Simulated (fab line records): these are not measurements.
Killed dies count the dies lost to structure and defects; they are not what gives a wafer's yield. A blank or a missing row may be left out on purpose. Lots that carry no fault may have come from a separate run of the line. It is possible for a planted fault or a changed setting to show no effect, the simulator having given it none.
Matching of chambers | flow n5-finfet | 4 sister chambers for N5_BEOL_M0_CUTY_ETCH_63 on rie-diel-01
The step etches SOC in N2/H2, target depth 82.7 nm, overetch 16.5 nm, time 124 s. 4 wafers are shown with their chamber, then 9 later ones without.

## WAFERS WITH THEIR CHAMBER
wafer  | chamber | drypump-motor-current-A (A)
L081.5 | 2       | 6.3
L085.1 | 3       | 5.3
L090.4 | 1       | 6.4
L090.5 | 0       | 5.8

## WAFERS WHOSE CHAMBER IS MISSING
wafer  | drypump-motor-current-A (A)
L092.1 | 5.3
L092.2 | 6.3
L092.3 | 5.8
L095.1 | 6.4
L095.5 | 6.4
L095.6 | 6.2
L096.3 | 6.2
L096.4 | 5.3
L096.5 | 6.2

## CHAMBER TAKEN BY EACH
wafer  | from the rows above     | in truth
L092.1 | 3                       | 3
L092.2 | can't be placed: 2 or 1 | 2
L092.3 | 0                       | 0
L095.1 | can't be placed: 1 or 2 | 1
L095.5 | can't be placed: 1 or 2 | 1
L095.6 | can't be placed: 2 or 1 | 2
L096.3 | can't be placed: 2 or 1 | 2
L096.4 | 3                       | 3
L096.5 | can't be placed: 2 or 1 | 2
Correctly placed: 3 of 9. From these rows, 6 cannot be placed; in 6 the true chamber is one of the candidates. Number placed wrongly: 0.
How it was worked out, from the rows above alone: a wafer's distance from a chamber is the root of the sum, over the readings, of the square of ((its reading less the chamber's mean) divided by the reading's scatter). The wafer belongs to the nearest chamber; if the next one is less than 2 further off, it can't be placed. Each chamber's mean is taken over the wafers shown for it. The scatter: with one shown wafer a chamber, the root of the mean of the squares of how far each hidden wafer lies from its nearest shown one.
